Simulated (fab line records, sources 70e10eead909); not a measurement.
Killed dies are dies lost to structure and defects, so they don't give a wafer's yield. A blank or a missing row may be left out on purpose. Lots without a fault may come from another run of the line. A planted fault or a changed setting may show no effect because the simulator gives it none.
fab line records | flow nand_harc
record lots=5 wafers=15 last_day=25
route steps=1159 shown P_ZERO_WELL@7 P_CONTACT@235 END@1159
lots that met no fault: from a run of the same line without faults
start_h: hours from the record's first day to the start of the lot's first wafer shown | wait_h: hours since the lot's step before | " the same as in the row above | L1.1+2: a row that stands for several wafers | - no value, or no start given | * or withheld: withheld | < > ~ a bound
route shown NAME@n: a module of which the file shows steps, and the number in the route of the first | usual: mean/standard deviation of fault-free wafers | same: alike in all rows | chamber/n: place in a boat | sites: the reading at each site | _std_site: their standard deviation | _edge_site: outer sites' mean less inner sites' | radius_mm: how far each site lies from the wafer's centre | mask NAME#n: copy n | behind: the tool/chamber that last shaped the wafer | hold: why the lot was held/for how many hours/how that ended | device: the transistor (n, p or np) that didn't switch | end of line: the same wafers' tests at the end of the route | a step without rows: its recipe alone | killed: dies lost to structure and defects at the first sort, not the wafer's yield | map: a wafer's dies, x killed, . not, _ none there
set.NAME: the setting as run; set.NAME@STEP: as run at that earlier step | model.NAME: the simulator's own value behind a step, which no gauge read
lots at some steps of the route; a table a step, a row a wafer
services: from which hour (start_h, from the record's first day; less than 0 if before it) a tool's chamber was out of use, for how many hours, and why
## steps
# step NHARC_P_ZERO_WELL_COAT_64
# recipe temp_c=200 time_s=65
# step NHARC_P_ZERO_WELL_COAT_05
# recipe spin_rpm=2000 resist_thk_nm=600
# step NHARC_P_ZERO_WELL_SOFTBAKE_06
# recipe temp_c=125 time_s=70
# step NHARC_P_ZERO_WELL_EBR_07
# step NHARC_P_ZERO_WELL_EXPOSE_08
# recipe na=0.55 target_cd_nm=500 dose_mj=33.8 mask_id=P_ZERO
# step NHARC_P_ZERO_WELL_PEB_09
# recipe peb_temp_c=128 peb_time_s=80
# step NHARC_P_ZERO_WELL_DEVELOP_10
# recipe time_s=50 dev_temp_c=22
# step NHARC_P_ZERO_WELL_CD_MEAS_11
# recipe target_cd_nm=500 landing_energy_ev=500
# usual cd_nm=500.0/2
# columns lot.wafer tool chamber start_h wait_h cd_nm
L679.4 cd_sem-01 0 19.35 - 497.4
L679.5 " 0 " " 498.4
L679.6 " 0 " " 498.6
L684.2 cd_sem-03 0 49.24 - 499.4
L684.5 " 0 " " 499.1
L684.6 " 0 " " 501.8
L695.1 cd_sem-03 0 115.45 - 502.9
L695.5 " 0 " " 500.9
L695.6 " 0 " " 500.5
L698.1 cd_sem-01 0 133.24 - 503.3
L698.4 " 0 " " 498.9
L698.6 " 0 " " 498.1
L701.3 cd_sem-02 0 151.13 - 502.1
L701.4 " 0 " " 502.1
L701.6 " 0 " " 500.1
# step NHARC_P_ZERO_WELL_HARDBAKE_12
# recipe temp_c=118 time_s=65
# step NHARC_P_ZERO_WELL_DESCUM_13
# recipe time_s=3 o2_flow_sccm=200 ar_flow_sccm=0 bias_power_w=0 chemistry=O2
# usual drypump_motor_current_A=5.7/0.52 oes_product_au=1.003/0.012 rf_vpp_V=57.6/0.93 showerhead_plenum_p_Torr=1.89/0.1 throttle_valve_pct=11.311/0.0088
# columns lot.wafer tool chamber start_h wait_h drypump_motor_current_A oes_product_au rf_hours_counter_h rf_vpp_V showerhead_plenum_p_Torr throttle_valve_pct
L679.4 rie_diel-01 2 19.51 - 6.6 0.996 3.1 58.0 1.85 11.300
L679.5 " 0 " " 6.0 0.987 - 58.2 1.78 11.303
L679.6 " 1 " " 5.7 1.017 - 58.0 1.81 11.303
L684.2 rie_diel-01 0 49.42 - 5.9 0.996 5.0 57.5 1.78 11.305
L684.6 " 1 " " 5.7 1.015 - 58.3 1.81 11.301
L684.5 " 2 " " 6.5 1.002 - 57.1 1.85 11.314
L695.1 rie_diel-07 2 115.63 - 5.1 1.004 1.8 56.9 2.04 11.306
L695.5 " 3 " " 6.6 1.004 - 56.9 1.79 11.311
L695.6 " 0 " " 5.6 1.001 - 58.5 2.05 11.308
L698.1 rie_diel-09 2 133.40 - 5.3 1.004 4.5 57.7 1.80 11.311
L698.4 " 3 " " 5.3 0.981 4.1 58.1 2.05 11.316
L698.6 " 1 " " 5.1 0.995 - 58.9 1.93 11.308
L701.4 rie_diel-01 3 151.30 - 5.1 1.003 0.7 57.8 1.98 11.325
L701.3 " 0 " " 5.9 1.000 0.6 56.1 1.78 11.312
L701.6 " 2 " " 6.5 0.989 - 57.7 1.85 11.324
# step NHARC_P_ZERO_WELL_ETCH_65
# recipe target_depth_a=800 overetch_a=240 time_s=87.88 ion_energy_ev=200 n2_flow_sccm=150 h2_flow_sccm=150 ar_flow_sccm=0 rf_w=400 bias_w=150 chemistry=N2/H2
# usual drypump_motor_current_A=5.7/0.52 oes_product_au=1.002/0.013 rf_fwd_power_W=397.0/1.5 rf_vpp_V=430/3.2 showerhead_plenum_p_Torr=2.01/0.11 throttle_valve_pct=14.171/0.0088
# columns lot.wafer tool chamber start_h wait_h drypump_motor_current_A oes_product_au rf_fwd_power_W rf_hours_counter_h rf_vpp_V showerhead_plenum_p_Torr throttle_valve_pct
L679.4 rie_diel-01 2 19.58 0.1 6.5 1.002 399.4 3.1 430 1.97 14.174
L679.6 " 2 " " 6.5 1.012 399.8 - 428 1.97 14.171
L679.5 " 3 " " 5.1 1.020 395.4 - 432 2.11 14.179
L684.2 rie_diel-01 2 49.48 0.1 6.6 0.996 397.3 5.0 428 1.97 14.185
L684.5 " 2 " " 6.6 0.996 396.8 - 428 1.97 14.170
L684.6 " 3 " " 5.1 1.019 396.7 - 432 2.11 14.175
L695.1 rie_diel-07 1 115.70 0.1 5.7 0.998 393.9 2.6 428 2.01 14.156
L695.6 " 0 " " 5.6 0.991 398.0 - 435 2.18 14.157
L695.5 " 1 " " 5.6 0.989 393.8 - 429 2.01 14.181
L698.1 rie_diel-09 3 133.48 0.1 5.3 0.982 397.3 4.1 434 2.19 14.187
L698.4 " 2 " " 5.3 0.993 396.0 4.5 427 1.92 14.153
L698.6 " 3 " " 5.3 0.980 398.9 - 434 2.19 14.172
L701.4 rie_diel-01 1 151.37 0.1 5.7 0.998 395.5 0.4 427 1.92 14.182
L701.3 " 3 " " 5.1 1.007 397.2 0.7 432 2.11 14.177
L701.6 " 1 " " 5.7 0.987 396.0 - 426 1.92 14.168
# step NHARC_P_ZERO_WELL_ETCH_62
# recipe target_depth_a=130 time_s=6.5 chf3_flow_sccm=50 ar_flow_sccm=200 rf_w=500 bias_w=200 chemistry=CHF3/Ar
# usual drypump_motor_current_A=5.7/0.53 oes_product_au=0.963/0.021 rf_fwd_power_W=489.0/2.2 rf_vpp_V=369.8/2.6 showerhead_plenum_p_Torr=2.31/0.12 throttle_valve_pct=20.216/0.0095
# columns lot.wafer tool chamber start_h wait_h drypump_motor_current_A oes_product_au rf_fwd_power_W rf_hours_counter_h rf_vpp_V showerhead_plenum_p_Torr throttle_valve_pct
L679.4 rie_diel-01 2 - - 6.5 0.933 489.4 3.1 368.6 2.27 20.223
L679.5 " 3 " " 5.1 0.949 487.1 - 370.9 2.42 20.212
L679.6 " 0 " " 5.9 0.909 491.0 - 366.3 2.19 20.203
L684.2 rie_diel-01 1 - - 5.7 0.977 485.9 5.0 369.2 2.22 20.220
L684.5 " 2 " " 6.5 0.965 488.1 - 368.2 2.27 20.202
L684.6 " 3 " " 5.1 1.007 488.8 - 373.8 2.42 20.215
L695.1 rie_diel-07 3 - - 6.6 0.949 493.8 2.0 366.6 2.19 20.187
L695.5 " 1 " " 5.6 0.952 487.8 - 369.6 2.31 20.234
L695.6 " 2 " " 5.1 0.948 486.5 - 373.8 2.49 20.223
L698.4 rie_diel-09 1 - - 5.0 0.960 490.3 4.1 370.8 2.36 20.217
L698.1 " 2 " " 5.3 0.957 488.2 4.5 366.7 2.21 20.216
L698.6 " 1 " " 5.1 0.950 491.1 - 371.2 2.36 20.237
L701.3 rie_diel-01 1 - - 5.7 0.970 489.1 0.5 367.2 2.22 20.213
L701.4 " 2 " " 6.6 0.957 488.4 0.5 370.7 2.26 20.213
L701.6 " 0 " " 5.9 0.973 492.0 - 366.4 2.19 20.216
# step NHARC_P_ZERO_WELL_ETCH_63
# recipe target_depth_a=1200 time_s=40.1 hbr_flow_sccm=150 cl2_flow_sccm=50 rf_w=400 icp_w=400 bias_w=100 chemistry=HBr/Cl2
# usual drypump_motor_current_A=5.7/0.35 oes_product_au=0.999/0.01 rf_fwd_power_W=395.0/1.7 throttle_valve_pct=26.406/0.0085
# columns lot.wafer tool chamber start_h wait_h drypump_motor_current_A oes_product_au rf_fwd_power_W rf_hours_counter_h throttle_valve_pct
L679.5 rie_si-04 1 19.81 - 5.2 1.017 396.2 - 26.404
L679.4 " 2 " " 5.6 0.996 391.2 - 26.404
L679.6 " 3 " " 6.1 1.008 393.1 - 26.407
L684.2 rie_si-03 3 49.66 - 6.3 0.988 396.6 0.6 26.415
L684.6 " 3 " " 6.2 0.994 397.1 - 26.411
L684.5 " 0 " " 5.8 1.014 395.1 - 26.396
L695.1 rie_si-04 1 115.91 - 5.2 1.011 395.0 0.1 26.409
L695.5 " 2 " " 5.6 1.007 392.6 - 26.409
L695.6 " 3 " " 6.1 0.747 394.4 - 26.426
L698.1 rie_si-03 0 133.66 - 5.8 0.993 397.1 1.4 26.402
L698.4 " 1 " " 5.9 1.009 394.9 1.4 26.421
L698.6 " 3 " " 6.2 0.985 396.8 - 26.410
L701.3 rie_si-03 2 151.54 - 5.3 0.984 396.5 1.5 26.418
L701.4 " 3 " " 6.2 0.985 396.7 1.6 26.403
L701.6 " 2 " " 5.3 0.990 395.6 - 26.398
# step NHARC_P_ZERO_WELL_STRIP_15
# recipe time_s=900 temp_c=130 chemistry=SPM
# step NHARC_P_ZERO_WELL_DEHYDRATE_16
# recipe temp_c=150 time_s=120
# step NHARC_P_ZERO_WELL_HMDS_17
# recipe time_s=30
# step NHARC_P_ZERO_WELL_COAT_18
# recipe spin_rpm=withheld
# step NHARC_P_ZERO_WELL_SOFTBAKE_19
# recipe temp_c=122 time_s=95
# step NHARC_P_ZERO_WELL_EBR_20
# step NHARC_P_ZERO_WELL_EXPOSE_21
# recipe na=0.6 target_cd_nm=720 dose_mj=22.31 mask_id=P_NWELL
# step NHARC_P_ZERO_WELL_PEB_22
# recipe peb_temp_c=118 peb_time_s=85
# step NHARC_P_ZERO_WELL_DEVELOP_23
# recipe time_s=70
# step NHARC_P_ZERO_WELL_CD_MEAS_24
# recipe target_cd_nm=720 landing_energy_ev=500
# usual cd_nm=719.1/1.7
# columns lot.wafer tool chamber start_h wait_h cd_nm
L679.4 cd_sem-01 0 20.73 - 720.5
L679.5 " 0 " " 720.1
L679.6 " 0 " " 719.1
L684.2 cd_sem-03 0 50.59 - 719.6
L684.5 " 0 " " 716.0
L684.6 " 0 " " 717.2
L695.1 cd_sem-03 0 116.79 - 719.4
L695.5 " 0 " " 720.3
L695.6 " 0 " " 721.2
L698.1 cd_sem-01 0 134.46 - 721.0
L698.4 " 0 " " 719.1
L698.6 " 0 " " 717.9
L701.3 cd_sem-02 0 152.47 - 718.5
L701.4 " 0 " " 717.6
L701.6 " 0 " " 719.0
# step NHARC_P_ZERO_WELL_HARDBAKE_25
# recipe temp_c=125 time_s=80
# step NHARC_P_ZERO_WELL_DESCUM_26
# recipe time_s=3 o2_flow_sccm=200 ar_flow_sccm=0 bias_power_w=0 chemistry=O2
# usual drypump_motor_current_A=5.6/0.5 oes_product_au=1.001/0.011 rf_vpp_V=57.9/0.97 showerhead_plenum_p_Torr=1.91/0.1 throttle_valve_pct=11.311/0.0087
# columns lot.wafer tool chamber start_h wait_h drypump_motor_current_A oes_product_au rf_hours_counter_h rf_vpp_V showerhead_plenum_p_Torr throttle_valve_pct
L679.4 rie_diel-07 0 20.92 - 5.6 1.012 5 57.6 2.05 11.289
L679.5 " 1 " " 5.7 0.993 - 57.3 1.88 11.317
L679.6 " 2 " " 5.1 1.010 - 59.0 2.04 11.321
L684.2 rie_diel-09 3 50.78 - 5.4 1.014 10 57.3 2.05 11.316
L684.5 " 0 " " 5.1 1.010 - 56.1 1.80 11.302
L684.6 " 1 " " 5.1 0.990 - 57.9 1.93 11.319
L695.1 rie_diel-01 3 116.95 - 5.1 1.025 9 57.3 1.98 11.304
L695.5 " 3 " " 5.1 1.011 - 58.0 1.98 11.317
L695.6 " 0 " " 6.0 0.994 - 58.5 1.78 11.311
L698.4 rie_diel-01 0 134.63 - 5.9 1.002 10 57.8 1.78 11.323
L698.1 " 1 " " 5.7 1.013 11 58.7 1.81 11.318
L698.6 " 3 " " 5.1 1.025 - 57.9 1.98 11.320
L701.3 rie_diel-01 2 152.63 - 6.6 0.983 0 57.8 1.85 11.317
L701.4 " 3 " " 5.1 1.004 1 58.7 1.98 11.313
L701.6 " 3 " " 5.1 0.999 - 57.0 1.98 11.318
# step NHARC_P_ZERO_WELL_IMPLANT_27
# recipe energy_kev=600 dose_cm2=1e+13 tilt_deg=7
# step NHARC_P_ZERO_WELL_IMPLANT_57
# recipe energy_kev=250 dose_cm2=4e+12 tilt_deg=7
# step NHARC_P_ZERO_WELL_IMPLANT_58
# recipe energy_kev=100 dose_cm2=2e+12 tilt_deg=7
# step NHARC_P_ZERO_WELL_STRIP_28
# recipe time_s=840 temp_c=130 chemistry=SPM
# step NHARC_P_ZERO_WELL_DEHYDRATE_29
# recipe temp_c=150 time_s=120
# step NHARC_P_ZERO_WELL_HMDS_30
# recipe time_s=30
# step NHARC_P_ZERO_WELL_COAT_31
# recipe spin_rpm=withheld
# step NHARC_P_ZERO_WELL_SOFTBAKE_32
# recipe temp_c=122 time_s=95
# step NHARC_P_ZERO_WELL_EBR_33
# step NHARC_P_ZERO_WELL_EXPOSE_34
# recipe na=0.6 target_cd_nm=720 dose_mj=22.31 mask_id=P_PWELL
# step NHARC_P_ZERO_WELL_PEB_35
# recipe peb_temp_c=118 peb_time_s=85
# step NHARC_P_ZERO_WELL_DEVELOP_36
# recipe time_s=70
# step NHARC_P_ZERO_WELL_CD_MEAS_37
# recipe target_cd_nm=720 landing_energy_ev=500
# usual cd_nm=719.7/1.8
# columns lot.wafer tool chamber start_h wait_h cd_nm
L679.4 cd_sem-01 0 22.40 - 719.2
L679.5 " 0 " " 721.8
L679.6 " 0 " " 720.7
L684.2 cd_sem-03 0 52.10 - 719.8
L684.5 " 0 " " 717.9
L684.6 " 0 " " 719.2
L695.1 cd_sem-03 0 118.44 - 719.8
L695.5 " 0 " " 721.4
L695.6 " 0 " " 722.1
L698.1 cd_sem-01 0 136.00 - 720.3
L698.4 " 0 " " 718.7
L698.6 " 0 " " 722.9
L701.3 cd_sem-01 0 154.13 - 720.2
L701.4 " 0 " " 719.6
L701.6 " 0 " " 718.6
# step NHARC_P_ZERO_WELL_HARDBAKE_38
# recipe temp_c=125 time_s=80
# step NHARC_P_ZERO_WELL_DESCUM_39
# recipe time_s=3 o2_flow_sccm=200 ar_flow_sccm=0 bias_power_w=0 chemistry=O2
# usual drypump_motor_current_A=5.5/0.48 oes_product_au=1.001/0.012 rf_vpp_V=57.6/0.94 showerhead_plenum_p_Torr=1.89/0.1 throttle_valve_pct=11.312/0.0093
# columns lot.wafer tool chamber start_h wait_h drypump_motor_current_A oes_product_au rf_hours_counter_h rf_vpp_V showerhead_plenum_p_Torr throttle_valve_pct
L679.4 rie_diel-07 0 22.56 - 5.6 1.014 5.0 58.6 2.05 11.306
L679.6 " 0 " " 5.6 1.013 - 58.2 2.05 11.305
L679.5 " 1 " " 5.7 0.993 - 57.2 1.88 11.308
L684.2 rie_diel-01 1 52.27 - 5.7 1.017 5.1 58.2 1.81 11.311
L684.5 " 0 " " 5.9 0.997 - 57.5 1.78 11.312
L684.6 " 1 " " 5.7 1.011 - 55.6 1.81 11.296
L695.1 rie_diel-01 2 118.64 - 6.5 1.000 9.5 58.2 1.85 11.291
L695.6 " 3 " " 5.1 1.029 - 57.6 1.98 11.303
L695.5 " 0 " " 5.9 0.997 - 56.4 1.78 11.311
L698.4 rie_diel-09 1 136.16 - 5.1 0.998 4.2 57.4 1.93 11.301
L698.1 " 0 " " 5.1 0.992 3.8 57.1 1.80 11.320
L698.6 " 2 " " 5.3 0.997 - 56.7 1.80 11.305
L701.4 rie_diel-09 1 154.31 - 5.1 0.995 5.5 57.5 1.93 11.298
L701.3 " 2 " " 5.3 0.996 5.9 57.1 1.80 11.321
L701.6 " 0 " " 5.1 1.019 - 55.3 1.80 11.315
# step NHARC_P_ZERO_WELL_IMPLANT_40
# recipe energy_kev=300 dose_cm2=1e+13 tilt_deg=7
# step NHARC_P_ZERO_WELL_IMPLANT_59
# recipe energy_kev=120 dose_cm2=5e+12 tilt_deg=7
# step NHARC_P_CONTACT_DESCUM_17
# recipe time_s=3 o2_flow_sccm=200 ar_flow_sccm=0 bias_power_w=0 chemistry=O2
# usual drypump_motor_current_A=5.7/0.41 oes_product_au=1.000/0.0097 rf_vpp_V=57.7/0.91 showerhead_plenum_p_Torr=1.90/0.073 throttle_valve_pct=11.311/0.0093
# columns lot.wafer tool chamber start_h wait_h drypump_motor_current_A oes_product_au rf_hours_counter_h rf_vpp_V showerhead_plenum_p_Torr throttle_valve_pct model.P_CONTACT.cd_nm
L679.4 rie_diel-10 3 111.92 0.1 5.7 0.999 9 57.1 1.81 11.311 90.17
L679.6 " 0 " " 5.7 1.023 - 57.0 1.91 11.315 91.07
L679.5 " 1 " " 5.1 1.014 - 56.0 1.82 11.299 90.36
L684.2 rie_diel-11 3 154.90 0.1 5.9 1.015 12 56.3 1.85 11.310 91.41
L684.5 " 3 " " 6.0 1.003 - 57.8 1.85 11.310 91.14
L684.6 " 0 " " 5.4 0.988 - 59.3 2.00 11.327 91.32
L695.1 rie_diel-11 1 211.25 0.1 6.3 0.996 1 58.9 1.84 11.295 90.59
L695.6 " 1 " " 6.3 0.981 - 57.7 1.84 11.286 90.74
L695.5 " 2 " " 6.1 1.000 - 58.4 1.97 11.313 91.3
L698.4 rie_diel-11 3 226.83 0.1 6.0 1.002 2 58.5 1.85 11.308 89.46
L698.1 " 0 " " 5.4 0.987 3 57.0 2.00 11.307 91.06
L698.6 " 3 " " 5.9 1.010 - 57.0 1.85 11.317 90.99
L701.3 rie_diel-10 2 249.35 0.1 5.2 0.994 6 57.9 1.96 11.305 90.63
L701.4 " 0 " " 5.8 1.006 6 57.4 1.91 11.306 90.47
L701.6 " 1 " " 5.1 1.000 - 56.8 1.81 11.301 90.49
# step NHARC_P_CONTACT_ETCH_35
# recipe target_depth_a=390 over_etch_frac=0.3 time_s=65 ion_energy_ev=80 cf4_flow_sccm=150 ar_flow_sccm=0 rf_w=300 bias_w=100 chemistry=CF4
# usual drypump_motor_current_A=5.7/0.41 oes_product_au=1.000/0.0098 rf_fwd_power_W=297.1/1.3 rf_vpp_V=151.1/1.1 showerhead_plenum_p_Torr=1.75/0.063 throttle_valve_pct=13.283/0.0092
# columns lot.wafer tool chamber start_h wait_h drypump_motor_current_A oes_product_au rf_fwd_power_W rf_hours_counter_h rf_vpp_V showerhead_plenum_p_Torr throttle_valve_pct model.P_CONTACT.cd_nm
L679.4 rie_diel-10 1 112.00 0.1 5.1 1.013 297.7 9 149.3 1.69 13.283 89.85
L679.6 " 2 " " 5.2 0.998 298.7 - 153.1 1.81 13.302 90.91
L679.5 " 3 " " 5.8 1.001 296.7 - 150.4 1.68 13.278 90.07
L684.2 rie_diel-11 2 155.00 0.1 6.1 0.996 294.9 14 152.3 1.82 13.264 90.98
L684.5 " 3 " " 5.9 1.012 296.1 - 151.1 1.72 13.288 90.81
L684.6 " 0 " " 5.4 0.982 297.1 - 153.1 1.85 13.278 91.95
L695.1 rie_diel-11 3 211.34 0.1 5.9 1.019 295.8 1 149.1 1.71 13.285 90.82
L695.6 " 1 " " 6.3 0.992 299.1 - 150.6 1.70 13.290 90.76
L695.5 " 2 " " 6.1 1.003 294.6 - 152.7 1.82 13.287 91.15
L698.1 rie_diel-11 0 226.92 0.1 5.4 0.986 297.9 3 152.5 1.84 13.285 91.21
L698.4 " 1 " " 6.3 0.986 297.5 3 149.4 1.70 13.294 89.48
L698.6 " 3 " " 5.9 0.997 296.4 - 152.0 1.71 13.264 91.45
L701.4 rie_diel-10 1 249.43 0.1 5.1 1.003 297.1 6 150.8 1.68 13.273 90.23
L701.3 " 3 " " 5.7 1.001 295.3 5 150.5 1.67 13.286 90.61
L701.6 " 0 " " 5.8 0.997 295.8 - 151.4 1.77 13.276 90.82
# step NHARC_END_SORT_01
# recipe temp_c=25
# usual killed_at_array=25/9.2 killed_at_other=0.9/1.3 killed_at_periphery=3.3/2.3 killed_dies=29/9.6 killed_open=3.2/1.8 killed_short=2/1.4
# same gross_dies=677
# columns lot.wafer tool chamber start_h wait_h killed_at_array killed_at_other killed_at_periphery killed_dies killed_open killed_short
L695.6 prober-02 0 563.43 4.0 19 1 4 24 5 1
# killed by level:class
L695.6 A_CONTACT:chamber_film_flake=6 A_CHANNEL_HOLE_D1:chamber_film_flake=4 A_STAIRCASE:chamber_film_flake=4 P_CONTACT:geometric_particle:open=1 A_SGD_CUT:geometric_particle:short=1 A_WL_FILL:geometric_particle:open=1 A_CONTACT:geometric_particle:open=1 A_BLC:geometric_particle:open=1
## services
# columns tool chamber start_h hours kind
rie_diel-10 - -0.50 9.0 pm
rie_diel-07 1 7.81 5.2 repair
rie_diel-07 0 11.15 2.3 repair
rie_diel-11 - 12.55 9.0 pm
rie_diel-01 0 18.80 - clean
rie_diel-11 - 48.50 0.8 repair
rie_diel-07 - 51.20 9.0 pm
rie_diel-11 3 63.96 17.1 repair
rie_diel-09 - 77.11 9.0 pm
rie_diel-11 - 85.94 0.2 repair
rie_si-04 - 99.00 9.0 pm
rie_diel-01 - 137.87 9.0 pm
rie_diel-07 1 148.24 6.4 repair
rie_si-03 - 155.00 9.0 pm
rie_diel-07 - 165.40 0.6 repair
rie_diel-01 1 171.68 6.1 repair
rie_diel-10 - 176.50 9.0 pm
rie_diel-11 - 189.55 9.0 pm
rie_diel-09 3 190.42 2.4 repair
rie_diel-07 1 191.99 3.7 repair
rie_diel-10 3 195.26 3.1 repair
rie_diel-01 2 198.52 5.2 repair
rie_diel-07 - 228.20 9.0 pm
rie_diel-09 2 241.72 6.3 repair
## key
first_sign step=NHARC_P_ZERO_WELL_ETCH_63 reading=oes_product_au direction=down sigmas=25 usual=0.999 struck=0.747
effect none on later readings
model_effect step=NHARC_P_CONTACT_DESCUM_17 value=P_CONTACT.cd_nm without=89.52 struck=90.74
model_effect step=NHARC_P_CONTACT_ETCH_35 value=P_CONTACT.cd_nm without=89.54 struck=90.76
met_at NHARC_P_ZERO_WELL_ETCH_63
struck_wafers L695.6
tester_left_out L695
loop_trim step=NHARC_P_CONTACT_EXPOSE_09 setting=dose lots=L695
onset_between 19.81 115.91
fault kind=process_parameter_drift tool=rie_si-04 chamber=- onset_h=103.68 steps=NHARC_P_ZERO_WELL_ETCH_63 channel=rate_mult offset=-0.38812 shape=step end_h=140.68 scope=struck_wafers_only
# tester_left_out: of these lots the tester's yield and bins aren't shown, on N5 and GAA mostly nor the transistor test; their killed dies are dies lost to structure and defects alone, not to doping, threshold or leakage, so they don't give the yield
# loop_trim: a control loop set the setting to another value than it would have without faults
